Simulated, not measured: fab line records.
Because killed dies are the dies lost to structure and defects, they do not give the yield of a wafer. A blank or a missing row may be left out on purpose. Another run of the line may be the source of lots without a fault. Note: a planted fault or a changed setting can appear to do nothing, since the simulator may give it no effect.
Struck lot and sound lot, side by side ; flow n5Finfet ; 41 out of 1938 route steps
Sound: wafers L463.2, L463.3, L463.6. Struck: wafer L458.1 (L458.3, L458.6, from the same lot, were not struck and are left out); the cause is given at the end.
Order at every step that has rows: each side's tool, ch and its chambers, its first start. Under that, the readings that differ: sound wafers ; struck wafers ; difference of the means ; sigmas: that difference in standard deviations of wafers without a fault.
alike: same words and numbers on both sides, and readings whose means sit less than 2 such deviations apart. not compared: any withheld reading, any reading some wafer has no value for, any bound like >300 that may hide the same value, and any number with overlapping values for which the record gives no deviation.
The two part at a step that has a row with sigmas, a row that says differs or no value, or rows on one side only. Numbers that have no deviation but don't overlap get no sigmas and don't part them. A reading that every wafer of one side lacks parts them only if that side has two wafers or more.

first, 12 steps without rows for these wafers: N5_BEOL_M0_SAQP_ETCH_88 (etches underlayer in N2/H2, target depth 6.5 nm, time 5.2 s); N5_BEOL_M0_SAQP_ETCH_73 (etches SiARC in CF4, target depth 19.5 nm, time 32.5 s); N5_BEOL_M0_SAQP_CUT_ETCH_46 (etches SOC in N2/H2, target depth 135 nm, overetch 27 nm, time 202.5 s); N5_BEOL_M0_SAQP_STRIP_74 (strips in N2/H2); N5_BEOL_M0_SAQP_STRIP_89 (strips in N2/H2); N5_BEOL_M0_SAQP_ALD_48 (deposits SiO2, target thk 20 nm, pulse time 1 s, co reactant pulse time 1 s); N5_BEOL_M0_SAQP_ETCH_49 (etches SiO2 in CF4/O2, target depth 37 nm); N5_BEOL_M0_SAQP_STRIP_75 (strips in CF4); N5_BEOL_M0_CUTY_COAT_50 (time 60 s, resist thk 15 nm); N5_BEOL_M0_CUTY_COAT_51 (resist thk 150 nm); N5_BEOL_M0_CUTY_EBR_52; N5_BEOL_M0_CUTY_SOFTBAKE_53 (time 60 s).
N5_BEOL_M0_CUTY_EXPOSE_54: exposes mask M0 ABLK.
  sound on arfiScanner-02 ch 0, day 11 19:12; struck on arfiScanner-01 ch 0, day 10 05:19
  alike: mask, exposureDoseMJCm2
then, 2 steps without rows for these wafers: N5_BEOL_M0_CUTY_PEB_55 (peb time 60 s); N5_BEOL_M0_CUTY_DEVELOP_56 (develop time 30 s).
N5_BEOL_M0_CUTY_CD_MEAS_57 targets a cd of 200 nm.
  sound on cdSem-02 ch 0, day 11 19:19; struck on cdSem-01 ch 0, day 10 05:26
reading;sound;struck;difference;sigmas
cdNm (nm);199.8 199.8 198.2;155.2;-44.1;-40
then, 23 steps without rows for these wafers: N5_BEOL_M0_CUTY_DESCUM_61 (chemistry O2, time 7.9 s); N5_BEOL_M0_CUTY_ETCH_62 (etches SiARC in CF4, time 58.5 s); N5_BEOL_M0_CUTY_ETCH_63 (etches SOC in N2/H2, target depth 82.7 nm, overetch 16.5 nm, time 124 s); N5_BEOL_M0_CUTY_STRIP_64 (strips in N2/H2); N5_BEOL_M0_ETCH_138 (etches SiCN in CH3F/O2, target depth 12 nm, time 31.6 s); N5_BEOL_M0_HM_OPEN_105 (chemistry Cl2/BCl3, target TiN, target depth 12 nm); N5_BEOL_M0_STRIP_140 (strips in CF4); N5_BEOL_M0_STRIP_104 (strips in N2/H2); N5_BEOL_M0_WET_ETCH_106 (etches SiO2 in DHF, target depth 130 nm, rinse time 30 s); N5_BEOL_M0_ETCH_128 (etches SiCN in CF4/N2, target depth 12 nm, overetch 5.1 nm, time 21.4 s); N5_BEOL_M0_TRENCH_ETCH_107 (etches SiOC in C4F6/O2, target depth 32.8 nm, time 16.4 s); N5_BEOL_M0_STRIP_142 (strips in N2/H2, time 10 s); N5_BEOL_M0_HM_STRIP_129 (strips TiN in peroxide tin strip, target depth 17 nm, time 108 s); N5_BEOL_M0_SRD_130 (time 30 s); N5_BEOL_M0_ETCH_109 (etches SiCN in CH3F/O2, target depth 8 nm, overetch 2.4 nm, time 27.4 s); N5_BEOL_M0_STRIP_139 (strips in post etch residue remover, time 60 s); N5_BEOL_M0_SRD_111 (time 30 s); N5_BEOL_M0_DEGAS_112 (time 60 s); N5_BEOL_M0_PRE_CLEAN_113 (time 30 s); N5_BEOL_M0_ALD_136 (deposits TaN, pulse time 2 s, purge time 3 s, co reactant purge time 2 s); N5_BEOL_M0_SURFACE_TREAT_137; N5_BEOL_M0_CVD_115 (deposits Co from CCTBA/H2, time 120 s); N5_BEOL_M0_SPUTTER_116 (material Cu, target thk 4 nm, time 7.37 s).
N5_BEOL_M4_RC_MEAS_101:
  the record has rows for the sound wafers here (prober-01 ch 0, day 14 20:13) and none for the struck ones
-- a jump in the record: the struck wafers' starts before and after are 7 days apart (it breaks off in module BEOL_M4 and resumes in module PASSIVATION, where the first step shown is number 1936 of the route) --
N5_PASSIVATION_PROBE_49:
  record: rows for the struck wafers here (prober-02, day 17 11:29), none for the sound ones

## WHERE THEY PART
Earliest at N5_BEOL_M0_CUTY_CD_MEAS_57; latest, in this record, at N5_PASSIVATION_PROBE_49.

WHY: whatever the simulator had introduced
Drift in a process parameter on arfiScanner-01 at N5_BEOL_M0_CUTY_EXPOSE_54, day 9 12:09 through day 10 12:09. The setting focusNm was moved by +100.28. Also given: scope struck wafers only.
